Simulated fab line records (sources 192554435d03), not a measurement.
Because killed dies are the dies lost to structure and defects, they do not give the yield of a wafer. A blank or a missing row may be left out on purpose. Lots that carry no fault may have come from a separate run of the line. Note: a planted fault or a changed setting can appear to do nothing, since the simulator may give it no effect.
fab line records	flow n5Finfet
[record] lots = 9	wafers = 25	lastDay = 17
route steps=1938 shown BEOL_M1@823 BEOL_M2@843 BEOL_M4@1111 PASSIVATION@1936
lots that met no fault: taken from a fault-free run of the same line
startH: hours from the record's opening day to when the first of the lot's shown wafers began	waitH: hours elapsed since this lot's preceding step	" identical to the entry in the row above	L1.1+2: one row covering several wafers at once	- no value present, or no start provided	* or withheld: withheld	< > ~ a bound
route shown NAME@n: names a module that has steps shown in the file, with the first one's number in the route	usual: mean and standard deviation over wafers with no fault	same: alike in all rows	chamber/n: place in a boat	sites: the reading at each site	_std_site: standard deviation across them	_edge_site: outer sites' mean less inner sites'	radiusMm: how far each site lies from the wafer's centre	mask NAME#n: copy n	behind: the tool/chamber that last shaped the wafer	hold: cause of the lot's hold/its duration in hours/its outcome	device: transistor that didn't switch, given as n, p or np	end of line: the same wafers' tests at the end of the route	step lacking rows: just its recipe	killed: dies lost to structure and defects at the first sort, not the wafer's yield	map: a wafer's dies, marking killed ones x, the rest . and places with no die _
set.NAME: setting as actually run; set.NAME@STEP: the setting as run at that earlier step	model.NAME: the simulator's own value behind a step, which no gauge read
the route's steps for a sample of lots (tables are steps, rows are wafers)
services: the hour from which a tool's chamber was out of use, counted from the record's first day as startH (under 0 if before that day), plus the number of hours and why
[[steps]]
[step N5_BEOL_M1_ANNEAL_89]
[recipe] tempC = 400	timeS = 240	ambient = vacuum
[usual] heaterPowerW = 811/89	susceptorTempC = 400.03/0.23
lot.wafer	tool	chamber	startH	waitH	heaterPowerW	susceptorTempC
L120.2	pvdSputter-02	-	135.71	0.0	706	399.72
L120.5	"	-	"	"	808	400.17
L122.1	pvdSputter-01	-	141.72	0.0	719	400.18
L122.4	"	-	"	"	929	400.16
L122.6	"	-	"	"	724	400.58
L124.1	pvdSputter-02	-	155.07	0.0	843	399.89
L124.2	"	-	"	"	727	399.89
L124.3	"	-	"	"	795	399.71
L127.1	pvdSputter-02	-	179.26	0.0	722	400.18
L127.4	"	-	"	"	801	400.19
L127.5	"	-	"	"	845	399.90
L129.1	pvdSputter-01	-	182.02	0.0	918	400.09
L129.4	"	-	"	"	705	400.00
L129.5	"	-	"	"	713	399.96
L134.1	pvdSputter-02	-	220.85	0.0	807	399.93
L134.4	"	-	"	"	839	400.55
L134.5	"	-	"	"	692	399.93
L136.3	pvdSputter-02	-	228.73	0.0	806	399.90
L136.6	"	-	"	"	708	400.09
L138.2	pvdSputter-01	-	240.99	0.0	952	400.75
L138.4	"	-	"	"	706	400.39
L138.5	"	-	"	"	716	400.43
L143.1	pvdSputter-01	-	279.37	0.0	913	400.01
L143.2	"	-	"	"	715	400.21
L143.3	"	-	"	"	740	399.79
[step N5_BEOL_M1_SPUTTER_96]
[recipe] material = Cu	targetThkA = 45	tempC = -20	chamberPressurePa = 0.07	powerW = withheld	timeS = 8.29
[usual] susceptorTempC = -20.01/0.1	throttleValvePct = 30.5/0.94
lot.wafer	tool	chamber	startH	waitH	susceptorTempC	throttleValvePct
L120.2	pvdSputter-02	-	136.51	0.1	-20.15	29.4
L120.5	"	-	"	"	-20.12	32.2
L122.1	pvdSputter-01	-	142.52	0.1	-20.15	30.6
L122.4	"	-	"	"	-20.06	29.7
L122.6	"	-	"	"	-20.06	30.4
L124.1	pvdSputter-02	-	155.87	0.1	-19.96	29.4
L124.2	"	-	"	"	-19.92	29.3
L124.3	"	-	"	"	-19.80	32.4
L127.1	pvdSputter-02	-	180.06	0.1	-20.16	29.5
L127.4	"	-	"	"	-19.99	32.8
L127.5	"	-	"	"	-20.03	29.1
L129.1	pvdSputter-01	-	182.82	0.1	-20.07	29.6
L129.4	"	-	"	"	-19.94	30.6
L129.5	"	-	"	"	-20.06	30.6
L134.1	pvdSputter-02	-	221.65	0.1	-20.01	32.6
L134.4	"	-	"	"	-20.01	29.3
L134.5	"	-	"	"	-19.98	29.5
L136.3	pvdSputter-02	-	229.53	0.1	-20.12	32.5
L136.6	"	-	"	"	-19.98	29.3
L138.2	pvdSputter-01	-	241.79	0.1	-19.99	29.9
L138.4	"	-	"	"	-19.99	30.9
L138.5	"	-	"	"	-20.12	30.5
L143.1	pvdSputter-01	-	280.17	0.1	-20.18	29.8
L143.2	"	-	"	"	-20.08	30.5
L143.3	"	-	"	"	-19.97	30.9
[step N5_BEOL_M1_PRE_CLEAN_60]
[recipe] gas = NH3/H2	timeS = 15	tempC = *	rfPowerW = 300
[usual] heaterPowerW = 86/17	susceptorTempC = *
lot.wafer	tool	chamber	startH	waitH	heaterPowerW	susceptorTempC
L120.2	cvdCo-01	0	137.33	0.0	73	*
L120.5	"	2	"	"	66	*
L122.1	cvdCo-02	2	143.63	0.0	78	*
L122.4	"	0	"	"	99	*
L122.6	"	1	"	"	81	*
L124.1	cvdCo-02	0	156.71	0.0	97	*
L124.2	"	1	"	"	83	*
L124.3	"	2	"	"	74	*
L127.1	cvdCo-02	2	180.88	0.0	74	*
L127.4	"	0	"	"	99	*
L127.5	"	2	"	"	74	*
L129.1	cvdCo-02	2	183.65	0.0	75	*
L129.4	"	1	"	"	82	*
L129.5	"	2	"	"	76	*
L134.1	cvdCo-01	1	222.70	0.0	117	*
L134.4	"	1	"	"	117	*
L134.5	"	0	"	"	75	*
L136.3	cvdCo-01	0	230.36	0.0	75	*
L136.6	"	2	"	"	70	*
L138.2	cvdCo-02	1	242.63	0.0	84	*
L138.4	"	1	"	"	83	*
L138.5	"	0	"	"	99	*
L143.1	cvdCo-01	0	281.08	0.0	76	*
L143.2	"	2	"	"	65	*
L143.3	"	1	"	"	121	*
[step N5_BEOL_M2_PECVD_72]
[recipe] material = SiO2	targetThkA = 160	tempC = 400	precursor = TEOS/O2	pressureTorr = 5.5	rfW = 450	teosFlowSccm = 53.8	gas = O2	flowSccm = 3000	timeS = 18
[usual] chamberPressureTorr = 5.501/0.012	heaterPowerOuterW = 416/61	heaterPowerW = 697/80	showerheadPlenumPTorr = 8.74/0.083	susceptorTempC = 399.96/0.22	throttleValvePct = 22.6/1.1
lot.wafer	tool	chamber	startH	waitH	chamberPressureTorr	heaterPowerOuterW	heaterPowerW	showerheadPlenumPTorr	susceptorTempC	throttleValvePct
L120.2	pecvd-01	2	137.72	0.0	5.499	510	832	8.71	400.13	23.0
L120.5	"	1	"	"	5.488	414	682	8.68	400.02	22.4
L122.1	pecvd-01	0	144.03	0.0	5.476	384	610	8.75	399.66	21.6
L122.4	"	2	"	"	5.494	541	873	8.71	399.91	23.1
L122.6	"	1	"	"	5.506	432	716	8.69	400.24	22.6
L124.1	pecvd-04	0	157.10	0.0	5.508	426	597	8.68	400.27	24.7
L124.2	"	1	"	"	5.499	472	800	8.93	400.16	22.2
L124.3	"	2	"	"	5.491	291	557	8.70	400.14	21.5
L127.1	pecvd-04	0	181.27	0.0	-	-	-	-	-	-
L127.4	"	0	"	"	-	-	-	-	-	-
L127.5	"	1	"	"	-	-	-	-	-	-
L129.1	pecvd-01	2	184.04	0.0	-	-	-	-	-	-
L129.4	"	2	"	"	-	-	-	-	-	-
L129.5	"	1	"	"	-	-	-	-	-	-
L134.1	pecvd-04	1	223.14	0.0	5.509	390	676	8.93	399.78	22.0
L134.4	"	2	"	"	5.514	278	560	8.70	399.95	22.0
L134.5	"	0	"	"	5.504	415	591	8.68	399.95	25.1
L136.3	pecvd-04	2	230.80	0.0	5.498	312	615	8.69	400.36	21.6
L136.6	"	2	"	"	5.512	311	603	8.71	400.02	21.6
L138.2	pecvd-04	1	243.02	0.0	5.506	363	641	8.93	399.98	22.1
L138.4	"	1	"	"	5.504	375	655	8.93	399.82	21.7
L138.5	"	2	"	"	5.489	327	609	8.73	400.12	21.7
L143.1	pecvd-01	0	281.47	0.0	5.506	411	652	8.75	400.24	22.0
L143.2	"	2	"	"	5.472	545	879	8.73	399.64	20.7
L143.3	"	1	"	"	5.488	438	709	8.67	400.04	22.6
[step N5_BEOL_M4_RC_MEAS_101]
[usual] CJ_P = 5.7/0.32	DIBL_N = 36.2/2	DIBL_P = 36.1/2.4	EOT_P = 10.50/0.1	IGATE_P = 0.0036/0.00059	IOFF_N = 0.16/0.035	IOFF_P = 0.22/0.041	IOFF_P_85C = 3.7/0.58	IOFF_P_LIN = 0.102/0.015	IOFF_P_LONG = 0.000108/1.2e-05	ION_N = 675/14	ION_P = 465/8.6	RC_DENSE_P = 23.9/0.67	RC_P = 19.5/0.55	REXT_P = 100.3/2.9	RS_SD_P = 65.8/0.91	SS_N = 71.5/0.64	SS_P = 73.2/0.76	VT_N = 250/3.9	VT_P = -249/3.4	VT_P_LONG = -274.3/3	VT_P_LVT = -99/3.4
lot.wafer	tool	chamber	startH	waitH	CJ_P	DIBL_N[mV/V]	DIBL_P[mV/V]	EOT_P	IGATE_P[nA/um]	IOFF_N[nA/um]	IOFF_P[nA/um]	IOFF_P_85C[nA/um]	IOFF_P_LIN[nA/um]	IOFF_P_LONG[nA/um]	ION_N[uA/um]	ION_P[uA/um]	RC_DENSE_P[ohm.um]	RC_P[ohm.um]	REXT_P[ohm.um]	RS_SD_P[ohm/sq]	SS_N[mV/dec]	SS_P[mV/dec]	VT_N[mV]	VT_P[mV]	VT_P_LONG[mV]	VT_P_LVT[mV]
L120.2	prober-02	0	175.05	0.2	6.1	38.0	37.1	10.41	0.0040	0.19	0.23	4.0	0.107	0.000111	692	470	22.7	18.5	102.9	65.1	72.1	73.5	247	-248	-275.7	-99
L120.5	"	0	"	"	5.8	38.1	37.0	10.67	0.0028	0.19	0.22	3.8	0.103	0.000106	686	465	22.4	18.1	103.5	65.2	71.9	73.8	249	-252	-273.4	-100
L122.1	prober-01	0	177.80	0.0	5.8	36.6	36.9	10.58	0.0029	0.16	0.21	3.6	0.100	0.00011	677	460	23.5	19.3	98.9	66.3	71.8	72.8	248	-249	-274.9	-99
L122.4	"	0	"	"	5.6	35.3	34.8	10.59	0.0035	0.14	0.18	3.2	0.091	0.000106	687	471	23.1	19.0	98.5	65.3	70.9	72.4	249	-251	-274.3	-99
L122.6	"	0	"	"	5.4	35.0	34.3	10.53	0.0031	0.13	0.19	3.2	0.092	0.000103	670	463	24.1	19.5	98.9	64.7	71.4	72.1	249	-249	-273.9	-100
L124.1	prober-02	0	199.14	0.0	6.0	32.9	33.1	10.37	0.0045	0.10	0.15	2.7	0.076	0.000104	650	449	23.9	19.3	99.3	65.6	71.1	71.9	256	-252	-275.1	-103
L124.2	"	0	"	"	6.2	34.0	35.1	10.41	0.0040	0.12	0.18	3.3	0.091	0.000109	658	463	24.4	19.8	97.6	65.2	71.1	72.5	254	-250	-276.4	-101
L124.3	"	0	"	"	5.7	33.6	35.0	10.37	0.0037	0.10	0.17	3.1	0.085	0.0001	643	454	23.1	18.9	96.8	65.3	70.4	73.3	257	-252	-275.0	-102
L129.1	prober-02	0	225.18	0.0	6.3	38.0	38.3	10.44	0.0035	0.20	0.25	4.2	0.111	0.000116	684	474	24.2	19.6	105.3	66.6	70.9	73.9	243	-247	-273.9	-97
L129.4	"	0	"	"	5.7	36.3	37.4	10.47	0.0040	0.17	0.24	4.0	0.109	0.000103	675	469	23.7	19.5	104.9	66.2	70.7	74.4	247	-249	-274.4	-97
L129.5	"	0	"	"	6.0	37.2	37.9	10.46	0.0038	0.18	0.25	4.2	0.111	0.000109	673	469	23.5	19.1	104.3	65.2	71.1	73.4	245	-247	-272.3	-95
L127.1	prober-01	0	225.70	0.0	-	38.1	-	-	-	0.19	-	-	-	-	684	-	-	-	-	-	71.7	-	246	-	-	-
L127.4	"	0	"	"	-	35.5	-	-	-	0.14	-	-	-	-	669	-	-	-	-	-	71.5	-	253	-	-	-
L127.5	"	0	"	"	-	39.5	-	-	-	0.23	-	-	-	-	694	-	-	-	-	-	72.5	-	246	-	-	-
L134.1	prober-01	0	262.25	0.0	5.2	38.9	38.2	10.54	0.0039	0.21	0.26	4.4	0.118	0.000101	693	479	24.2	19.5	101.0	64.6	72.0	73.1	242	-246	-274.4	-95
L134.4	"	0	"	"	5.9	39.1	38.8	10.39	0.0043	0.21	0.28	4.7	0.125	0.000111	697	473	24.0	19.4	98.7	64.8	71.6	74.4	247	-244	-274.5	-94
L134.5	"	0	"	"	5.4	36.9	34.9	10.43	0.0043	0.16	0.22	3.8	0.104	0.000101	672	459	23.9	19.7	100.6	65.7	71.2	74.1	247	-249	-275.0	-98
L136.3	prober-01	0	264.55	0.3	5.9	36.6	37.2	10.41	0.0043	0.16	0.23	4.0	0.114	0.000124	677	472	24.5	19.8	97.0	65.6	71.4	72.4	249	-246	-271.6	-98
L136.6	"	0	"	"	5.8	33.0	31.7	10.30	0.0044	0.10	0.16	2.8	0.085	0.000121	653	453	23.9	19.4	98.3	65.5	71.0	71.6	255	-251	-270.3	-103
L138.2	prober-01	0	272.26	0.2	5.5	37.2	38.9	10.48	0.0036	0.16	0.20	3.6	0.097	8.9e-05	670	458	24.4	19.9	103.1	64.7	71.8	73.8	249	-255	-278.6	-100
L138.4	"	0	"	"	5.5	36.1	38.3	10.50	0.0039	0.16	0.20	3.6	0.099	9.6e-05	680	470	22.6	18.6	100.4	66.4	71.5	73.7	249	-251	-277.1	-101
L138.5	"	0	"	"	5.0	37.1	38.6	10.51	0.0038	0.17	0.21	3.6	0.099	8.8e-05	685	465	22.6	18.4	104.2	65.7	72.0	73.9	251	-250	-279.5	-101
L143.1	prober-01	0	314.81	0.0	5.7	36.4	36.3	10.61	0.0032	0.15	0.18	3.3	0.088	9.1e-05	654	446	24.9	20.7	104.9	66.9	71.6	73.3	257	-255	-278.0	-103
L143.2	"	0	"	"	5.4	36.0	36.5	10.55	0.0030	0.14	0.18	3.3	0.088	8.7e-05	671	454	25.2	20.7	105.8	68.5	71.5	73.3	254	-254	-277.9	-104
L143.3	"	0	"	"	5.6	33.9	33.8	10.56	0.0034	0.12	0.16	2.8	0.079	8.9e-05	669	458	24.7	20.1	104.7	67.9	70.8	71.7	254	-256	-277.5	-104
[step N5_PASSIVATION_PROBE_49]
[usual] defectLimitedYield = 91.1/1.4	killed_at_M0_to_M3 = 36/9.9	killed_at_M4_up = 13/5.8	killedAtContacts = 14/5.9	killedAtFrontEnd = 39/11	killedAtOther = 3.4/2.9	killedDies = 105/17	killedOnRim = 15/3.9	killedOpen = 70/13	killedShort = 34/7.3	sort_bin_4_leakage = 0.00/0.0072	sort_bin_5_function = 5.3/1	sort_bin_6_memory = 3.3/0.62	sort_bin_8_speed = 0.01/0.057	sortNPass = 1075/17
[same] grossDies = 1180	killedAtBackSide = 0
lot.wafer	tool	chamber	startH	waitH	defectLimitedYield[%]	killed_at_M0_to_M3	killed_at_M4_up	killedAtContacts	killedAtFrontEnd	killedAtOther	killedDies	killedOnRim	killedOpen	killedShort	sort_bin_4_leakage[%]	sort_bin_5_function[%]	sort_bin_6_memory[%]	sort_bin_8_speed[%]	sortNPass
L120.2	prober-02	-	292.06	0.1	90.3	37	18	18	40	2	115	20	77	36	0	5.8	3.3	0	1065
L120.5	prober-02	-	292.21	0.2	91.6	26	16	12	44	1	99	11	72	24	0	5.5	2.5	0	1081
L122.1	prober-01	-	292.63	0.0	90.4	36	12	16	44	5	113	16	75	36	0	5.9	3.1	0	1067
L122.4	prober-01	-	292.78	0.2	92.4	35	17	10	23	5	90	14	57	33	0	4.3	3.3	0	1090
L122.6	prober-01	-	292.88	0.3	90.3	39	9	16	45	6	115	18	77	37	0	6.2	3.0	0	1065
L124.1	prober-02	-	306.75	0.0	91.9	39	3	8	43	2	95	17	64	31	0	4.8	3.1	0	1085
L124.2	prober-02	-	306.80	0.1	87.9	43	10	25	58	7	143	15	103	39	0	7.5	4.2	0	1037
L124.3	prober-02	-	306.85	0.1	90.7	39	9	17	36	9	110	13	65	39	0	5.3	3.6	0.34	1068
L129.1	prober-01	-	323.79	0.0	63.6	377	9	9	28	7	430	62	59	37	0	33.7	2.6	0	750
L129.4	prober-01	-	323.94	0.2	65.5	344	13	6	43	1	407	57	78	25	0	30.8	3.6	0	773
L129.5	prober-01	-	323.99	0.2	67.3	352	4	1	24	5	386	108	48	18	0	30.5	1.9	0	794
L127.1	prober-02	-	327.84	0.0	64.6	361	8	17	25	7	418	17	61	24	64.58	32.3	2.7	0	0
L127.4	prober-02	-	327.99	0.2	65.7	360	8	10	25	2	405	14	57	21	65.68	31.7	2.3	0	0
L127.5	prober-02	-	328.04	0.2	63.8	373	14	7	31	2	427	20	65	31	63.81	33.0	3.1	0	0
L136.3	prober-01	-	379.18	0.1	88.9	56	16	16	42	1	131	17	92	38	0	6.9	3.6	0	1049
L136.6	prober-01	-	379.33	0.3	89.2	47	14	25	41	0	127	17	82	44	0	6.6	3.7	0	1053
L134.1	prober-02	-	384.58	0.0	91.9	30	11	11	40	3	95	11	70	25	0	5.3	2.8	0	1085
L134.4	prober-02	-	384.73	0.2	91.5	35	12	18	31	4	100	9	70	30	0	4.7	3.3	0	1080
L134.5	prober-02	-	384.78	0.2	91.1	44	11	14	31	5	105	11	73	30	0	4.8	3.8	0	1075
L138.2	prober-01	-	390.70	0.1	87.8	43	14	17	64	6	144	23	86	53	0	7.3	4.6	0	1036
L138.4	prober-01	-	390.80	0.2	88.9	28	9	19	72	3	131	13	85	46	0	7.9	2.8	0	1049
L138.5	prober-01	-	390.85	0.2	90.3	38	8	8	60	1	115	18	68	43	0	4.7	4.6	0	1065
L143.1	prober-02	-	414.09	0.0	91.4	34	8	14	39	7	102	18	57	45	0	4.3	3.7	0	1078
L143.2	prober-02	-	414.14	0.1	91.8	34	10	9	41	3	97	15	64	33	0	4.7	3.5	0	1083
L143.3	prober-02	-	414.19	0.1	91.8	32	5	10	41	9	97	13	56	39	0	5.5	2.4	0	1083
// killed by level:class
L120.2 MOL_CONTACT_COAG:geometricParticle:open=16 BEOL_M2:geometricParticle:open=9 FIN_SAQP:geometricParticle:open=8 FIN_SAQP:geometricParticle:short=8 BEOL_M4:geometricParticle:open=8 BEOL_M1:geometricParticle:open=7 BEOL_M3:geometricParticle:open=7 GATE_CUT:geometricParticle:short=6
L120.5 MOL_CONTACT_COAG:geometricParticle:open=11 DUMMY_GATE:geometricParticle:open=10 BEOL_M4:geometricParticle:open=9 STI_FIN_REVEAL:geometricParticle:open=8 BEOL_M0_SAQP:geometricParticle:open=6 BEOL_M0_SAQP:geometricParticle:short=5 BEOL_M3:geometricParticle:open=5 FIN_SAQP:geometricParticle:open=4
L122.1 BEOL_M3:geometricParticle:open=13 FIN_SAQP:geometricParticle:short=12 MOL_CONTACT_COAG:geometricParticle:open=12 FIN_SAQP:geometricParticle:open=10 STI_FIN_REVEAL:geometricParticle:open=6 BEOL_M1:geometricParticle:open=6 MOL_CONTACT_COAG:geometricParticle:short=4 BEOL_M2:geometricParticle:open=4
L122.4 MOL_CONTACT_COAG:geometricParticle:open=9 FIN_SAQP:geometricParticle:short=7 BEOL_M0:geometricParticle:open=7 BEOL_M2:geometricParticle:open=7 GATE_CUT:geometricParticle:short=5 BEOL_M1:geometricParticle:short=5 BEOL_M1:geometricParticle:open=5 FIN_SAQP:geometricParticle:open=4
L122.6 MOL_CONTACT_COAG:geometricParticle:open=11 BEOL_M0_SAQP:geometricParticle:open=11 STI_FIN_REVEAL:geometricParticle:open=10 BEOL_M0_SAQP:geometricParticle:short=8 FIN_SAQP:geometricParticle:open=7 BEOL_M3:geometricParticle:open=7 BEOL_M1:geometricParticle:short=6 DUMMY_GATE:geometricParticle:open=5
L124.1 BEOL_M0_SAQP:geometricParticle:open=16 FIN_SAQP:geometricParticle:short=15 FIN_SAQP:geometricParticle:open=13 BEOL_M2:geometricParticle:open=9 BEOL_M1:geometricParticle:open=7 MOL_CONTACT_COAG:geometricParticle:open=6 BEOL_M0_SAQP:geometricParticle:short=4 STARTING-WAFER:geometricParticle:open=4
L124.2 FIN_SAQP:geometricParticle:open=37 MOL_CONTACT_COAG:geometricParticle:open=20 FIN_SAQP:geometricParticle:short=11 BEOL_M3:geometricParticle:open=9 BEOL_M0_SAQP:geometricParticle:short=9 BEOL_M0_SAQP:geometricParticle:open=9 BEOL_M2:geometricParticle:open=9 MOL_CONTACT_COAG:geometricParticle:short=5
L124.3 FIN_SAQP:geometricParticle:open=19 MOL_CONTACT_COAG:geometricParticle:open=14 BEOL_M0_SAQP:geometricParticle:short=13 FIN_SAQP:geometricParticle:short=7 BEOL_M0_SAQP:geometricParticle:open=6 BEOL_M1:geometricParticle:open=5 BEOL_M2:geometricParticle:open=5 STI_FIN_REVEAL:geometricParticle:open=3
L129.1 BEOL_M2:areaPecvd=333 BEOL_M0_SAQP:geometricParticle:open=8 BEOL_M0_SAQP:geometricParticle:short=7 BEOL_M1:geometricParticle:open=6 MOL_CONTACT_COAG:geometricParticle:open=6 BEOL_M0:geometricParticle:open=6 BEOL_M2:geometricParticle:open=6 BEOL_M3:geometricParticle:open=5
L129.4 BEOL_M2:areaPecvd=303 BEOL_M0_SAQP:geometricParticle:open=11 DUMMY_GATE:geometricParticle:open=8 BEOL_M2:geometricParticle:open=7 STI_FIN_REVEAL:geometricParticle:open=6 MOL_CONTACT_COAG:geometricParticle:open=6 BEOL_M0_SAQP:geometricParticle:short=6 FIN_SAQP:geometricParticle:short=5
L129.5 BEOL_M2:areaPecvd=320 BEOL_M2:geometricParticle:open=18 FIN_SAQP:geometricParticle:short=4 FIN_SAQP:geometricParticle:open=4 STI_FIN_REVEAL:geometricParticle:open=4 BEOL_M1:geometricParticle:open=4 ILD0:geometricParticle:open=3 ILD0:geometricParticle:short=3
L127.1 BEOL_M2:areaPecvd=333 MOL_CONTACT_COAG:geometricParticle:open=14 STI_FIN_REVEAL:geometricParticle:open=7 BEOL_M0_SAQP:geometricParticle:open=6 BEOL_M3:geometricParticle:open=6 BEOL_M1:geometricParticle:open=5 BEOL_M2:geometricParticle:open=5 BEOL_M4:geometricParticle:open=4
L127.4 BEOL_M2:areaPecvd=327 BEOL_M0_SAQP:geometricParticle:open=10 BEOL_M2:geometricParticle:open=10 STI_FIN_REVEAL:geometricParticle:open=8 MOL_CONTACT_COAG:geometricParticle:open=8 FIN_SAQP:geometricParticle:short=7 BEOL_M1:geometricParticle:open=4 BEOL_M4:geometricParticle:open=4
L127.5 BEOL_M2:areaPecvd=331 BEOL_M0_SAQP:geometricParticle:short=13 BEOL_M0_SAQP:geometricParticle:open=11 DUMMY_GATE:geometricParticle:open=10 BEOL_M4:geometricParticle:open=8 STI_FIN_REVEAL:geometricParticle:open=6 BEOL_M1:geometricParticle:open=6 MOL_CONTACT_COAG:geometricParticle:open=5
L136.3 BEOL_M2:geometricParticle:open=18 STI_FIN_REVEAL:geometricParticle:open=17 MOL_CONTACT_COAG:geometricParticle:open=15 BEOL_M0_SAQP:geometricParticle:open=13 BEOL_M0_SAQP:geometricParticle:short=12 BEOL_M1:geometricParticle:open=7 FIN_SAQP:geometricParticle:short=6 BEOL_M4:geometricParticle:open=5
L136.6 MOL_CONTACT_COAG:geometricParticle:open=21 BEOL_M0_SAQP:geometricParticle:short=15 STI_FIN_REVEAL:geometricParticle:open=14 BEOL_M0_SAQP:geometricParticle:open=12 BEOL_M2:geometricParticle:open=9 GATE_CUT:geometricParticle:short=7 FIN_SAQP:geometricParticle:short=4 BEOL_M5:geometricParticle:open=4
L134.1 MOL_CONTACT_COAG:geometricParticle:open=10 FIN_SAQP:geometricParticle:open=9 DUMMY_GATE:geometricParticle:open=9 BEOL_M2:geometricParticle:open=9 BEOL_M0_SAQP:geometricParticle:short=7 STI_FIN_REVEAL:geometricParticle:open=7 BEOL_M0_SAQP:geometricParticle:open=7 FIN_SAQP:geometricParticle:short=5
L134.4 MOL_CONTACT_COAG:geometricParticle:open=16 DUMMY_GATE:geometricParticle:open=13 BEOL_M0_SAQP:geometricParticle:short=8 BEOL_M3:geometricParticle:open=7 BEOL_M0_SAQP:geometricParticle:open=6 STI_FIN_REVEAL:geometricParticle:open=5 BEOL_M2:geometricParticle:open=5 BEOL_M1:geometricParticle:open=4
L134.5 MOL_CONTACT_COAG:geometricParticle:open=13 BEOL_M2:geometricParticle:open=13 BEOL_M0_SAQP:geometricParticle:open=9 BEOL_M3:geometricParticle:open=8 BEOL_M0_SAQP:geometricParticle:short=8 FIN_SAQP:geometricParticle:open=7 STARTING-WAFER:geometricParticle:open=5 BEOL_M4:geometricParticle:open=4
L138.2 FIN_SAQP:geometricParticle:short=14 MOL_CONTACT_COAG:geometricParticle:open=14 BEOL_M0_SAQP:geometricParticle:short=11 BEOL_M0_SAQP:geometricParticle:open=11 GATE_CUT:geometricParticle:short=9 FIN_SAQP:geometricParticle:open=8 BEOL_M1:geometricParticle:open=7 DUMMY_GATE:geometricParticle:open=6
L138.4 MOL_CONTACT_COAG:geometricParticle:open=17 FIN_SAQP:geometricParticle:short=16 STI_FIN_REVEAL:geometricParticle:open=15 FIN_SAQP:geometricParticle:open=12 DUMMY_GATE:geometricParticle:open=7 BEOL_M0_SAQP:geometricParticle:open=7 BEOL_M1:geometricParticle:open=5 GATE_CUT:geometricParticle:open=5
L138.5 FIN_SAQP:geometricParticle:short=20 STI_FIN_REVEAL:geometricParticle:open=11 BEOL_M0_SAQP:geometricParticle:open=10 BEOL_M1:geometricParticle:open=8 MOL_CONTACT_COAG:geometricParticle:open=7 GATE_CUT:geometricParticle:short=6 BEOL_M3:geometricParticle:open=6 STARTING-WAFER:geometricParticle:open=5
L143.1 STI_FIN_REVEAL:geometricParticle:open=12 MOL_CONTACT_COAG:geometricParticle:open=12 FIN_SAQP:geometricParticle:short=11 BEOL_M0_SAQP:geometricParticle:short=11 BEOL_M0_SAQP:geometricParticle:open=9 BEOL_M0:geometricParticle:open=7 FIN_SAQP:geometricParticle:open=5 GATE_CUT:geometricParticle:short=4
L143.2 STI_FIN_REVEAL:geometricParticle:open=11 FIN_SAQP:geometricParticle:short=10 BEOL_M0_SAQP:geometricParticle:open=10 MOL_CONTACT_COAG:geometricParticle:open=8 BEOL_M0_SAQP:geometricParticle:short=8 FIN_SAQP:geometricParticle:open=5 BEOL_M0:geometricParticle:open=5 BEOL_M3:geometricParticle:open=4
L143.3 FIN_SAQP:geometricParticle:open=12 FIN_SAQP:geometricParticle:short=10 MOL_CONTACT_COAG:geometricParticle:open=10 BEOL_M0_SAQP:geometricParticle:short=10 BEOL_M0_SAQP:geometricParticle:open=7 BEOL_M1:geometricParticle:open=6 GATE_CUT:geometricParticle:short=5 STI_FIN_REVEAL:geometricParticle:open=4
[[services]]
tool	chamber	startH	hours	kind
cvdCo-02	1	114.67	-	clean
cvdCo-02	1	114.67	22.0	scheduledDown
cvdCo-02	1	114.67	22.0	ventCycle
pecvd-01	0	122.45	6.0	repair
pecvd-01	-	148.31	1.8	repair
pvdSputter-01	-	163.99	2.8	repair
cvdCo-02	-	189.79	0.3	repair
pecvd-01	2	202.38	-	clean
pecvd-01	2	202.38	-	consumableReplace:showerhead
pecvd-01	2	202.38	29.0	scheduledDown
pecvd-01	2	202.38	29.0	ventCycle
pecvd-04	-	205.06	9.1	repair
cvdCo-02	-	214.59	2.8	pm
pecvd-01	1	238.05	5.5	scheduledDown
cvdCo-01	-	265.04	2.8	pm
[[key]]
[firstSign] step = N5_BEOL_M2_PECVD_72	reading = toolRecord	direction = missing
[effect] step = N5_BEOL_M4_RC_MEAS_101	reading = CJ_P	direction = missing
[effect] step = N5_BEOL_M4_RC_MEAS_101	reading = DIBL_P	direction = missing
[effect] step = N5_BEOL_M4_RC_MEAS_101	reading = EOT_P	direction = missing
[effect] step = N5_BEOL_M4_RC_MEAS_101	reading = IGATE_P	direction = missing
[effect] step = N5_BEOL_M4_RC_MEAS_101	reading = IOFF_P	direction = missing
[effect] step = N5_BEOL_M4_RC_MEAS_101	reading = IOFF_P_85C	direction = missing
[effect] step = N5_BEOL_M4_RC_MEAS_101	reading = IOFF_P_LIN	direction = missing
[effect] step = N5_BEOL_M4_RC_MEAS_101	reading = IOFF_P_LONG	direction = missing
[effect] step = N5_BEOL_M4_RC_MEAS_101	reading = ION_P	direction = missing
[effect] step = N5_BEOL_M4_RC_MEAS_101	reading = RC_DENSE_P	direction = missing
[effect] step = N5_BEOL_M4_RC_MEAS_101	reading = RC_P	direction = missing
[effect] step = N5_BEOL_M4_RC_MEAS_101	reading = REXT_P	direction = missing
[effect] step = N5_PASSIVATION_PROBE_49	reading = sort_bin_4_leakage	direction = up	sigmas = 99+	usual = 0.00	struck = 32.34	wafersMoved = 3
[moreKillsBornAt] N5_BEOL_M2_PECVD_72@pecvd-04 = 981	N5_BEOL_M2_PECVD_72@pecvd-01 = 956
metAt N5_BEOL_M2_PECVD_72
struckLots L127,L129
notActingAt N5_BEOL_M1_ANNEAL_89,N5_BEOL_M1_SPUTTER_96,N5_BEOL_M1_PRE_CLEAN_60
onsetBetween 157.10 181.27
[earlierFault] kind = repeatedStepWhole	tool = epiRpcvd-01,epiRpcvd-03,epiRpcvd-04	chamber = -	onsetH = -	steps = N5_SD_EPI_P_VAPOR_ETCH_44	times = 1	scope = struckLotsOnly
[fault] kind = skippedStepWhole	tool = pecvd-01,pecvd-04	chamber = -	onsetH = 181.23	steps = N5_BEOL_M2_PECVD_72	scope = struckLotsOnly
